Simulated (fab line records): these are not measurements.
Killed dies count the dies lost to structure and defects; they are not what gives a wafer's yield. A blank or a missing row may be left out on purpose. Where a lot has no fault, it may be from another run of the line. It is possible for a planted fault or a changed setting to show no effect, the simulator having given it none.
Matching of chambers || flow n5_finfet || N5_SPACER0_ALD_07 on ald_sin-03: 4 sister chambers
The step deposits SiNx, target thk 2 nm. 22 wafers are shown with their chamber, then 11 later ones without.

## EACH WAFER AND ITS CHAMBER
{"wafer": "L075.1", "chamber": 1, "heater_power_w (W)": 762}
{"wafer": "L075.4", "chamber": 2, "heater_power_w (W)": 945}
{"wafer": "L075.6", "chamber": 2, "heater_power_w (W)": 966}
{"wafer": "L079.3", "chamber": 1, "heater_power_w (W)": 740}
{"wafer": "L079.4", "chamber": 0, "heater_power_w (W)": 951}
{"wafer": "L079.5", "chamber": 1, "heater_power_w (W)": 785}
{"wafer": "L082.1", "chamber": 3, "heater_power_w (W)": 916}
{"wafer": "L082.4", "chamber": 0, "heater_power_w (W)": 912}
{"wafer": "L082.5", "chamber": 1, "heater_power_w (W)": 756}
{"wafer": "L083.1", "chamber": 0, "heater_power_w (W)": 967}
{"wafer": "L083.5", "chamber": 2, "heater_power_w (W)": 945}
{"wafer": "L083.6", "chamber": 1, "heater_power_w (W)": 759}
{"wafer": "L084.1", "chamber": 2, "heater_power_w (W)": 939}
{"wafer": "L084.2", "chamber": 0, "heater_power_w (W)": 925}
{"wafer": "L084.4", "chamber": 3, "heater_power_w (W)": 939}
{"wafer": "L091.3", "chamber": 1, "heater_power_w (W)": 763}
{"wafer": "L091.4", "chamber": 2, "heater_power_w (W)": 928}
{"wafer": "L091.5", "chamber": 2, "heater_power_w (W)": 953}
{"wafer": "L092.1", "chamber": 3, "heater_power_w (W)": 933}
{"wafer": "L092.2", "chamber": 2, "heater_power_w (W)": 965}
{"wafer": "L092.5", "chamber": 1, "heater_power_w (W)": 773}
{"wafer": "L096.1", "chamber": 1, "heater_power_w (W)": 748}

SIGNATURES (means of the wafers above)
{"reading": "heater_power_w", "chamber 0": 938.75, "chamber 1": 760.75, "chamber 2": 948.71, "chamber 3": 929.33, "scatter within a chamber": 16}
Rule: distance of a wafer from a chamber = root of the sum over the readings of ((wafer's reading minus chamber's mean) / reading's scatter) squared. If the next closest chamber is less than 2 further off than the closest, the wafer can't be placed; otherwise it belongs to the closest. The scatter: take each reading less its chamber's mean, square it, sum over the shown wafers, divide by the number of wafers less the number of chambers, and take the root.

## WAFERS WITHOUT THEIR CHAMBER
{"wafer": "L096.2", "heater_power_w (W)": 950}
{"wafer": "L096.3", "heater_power_w (W)": 912}
{"wafer": "L096.4", "heater_power_w (W)": 950}
{"wafer": "L096.5", "heater_power_w (W)": 936}
{"wafer": "L096.6", "heater_power_w (W)": 938}
{"wafer": "L097.1", "heater_power_w (W)": 923}
{"wafer": "L097.2", "heater_power_w (W)": 979}
{"wafer": "L097.3", "heater_power_w (W)": 760}
{"wafer": "L097.4", "heater_power_w (W)": 915}
{"wafer": "L097.5", "heater_power_w (W)": 770}
{"wafer": "L097.6", "heater_power_w (W)": 974}

## WHICH CHAMBER EACH WENT THROUGH
{"wafer": "L096.2", "from the rows above": "can't be placed: 2 or 0 or 3", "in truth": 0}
{"wafer": "L096.3", "from the rows above": "can't be placed: 3 or 0 or 2", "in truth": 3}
{"wafer": "L096.4", "from the rows above": "can't be placed: 2 or 0 or 3", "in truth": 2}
{"wafer": "L096.5", "from the rows above": "can't be placed: 0 or 3 or 2", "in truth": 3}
{"wafer": "L096.6", "from the rows above": "can't be placed: 0 or 3 or 2", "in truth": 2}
{"wafer": "L097.1", "from the rows above": "can't be placed: 3 or 0 or 2", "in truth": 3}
{"wafer": "L097.2", "from the rows above": "can't be placed: 2 or 0 or 3", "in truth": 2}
{"wafer": "L097.3", "from the rows above": 1, "in truth": 1}
{"wafer": "L097.4", "from the rows above": "can't be placed: 3 or 0 or 2", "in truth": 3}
{"wafer": "L097.5", "from the rows above": 1, "in truth": 1}
{"wafer": "L097.6", "from the rows above": "can't be placed: 2 or 0 or 3", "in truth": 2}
Correct placement for 2 of the 11. Unplaceable from these rows: 9, with the true chamber sitting among the candidates in 9. Number placed wrongly: 0.
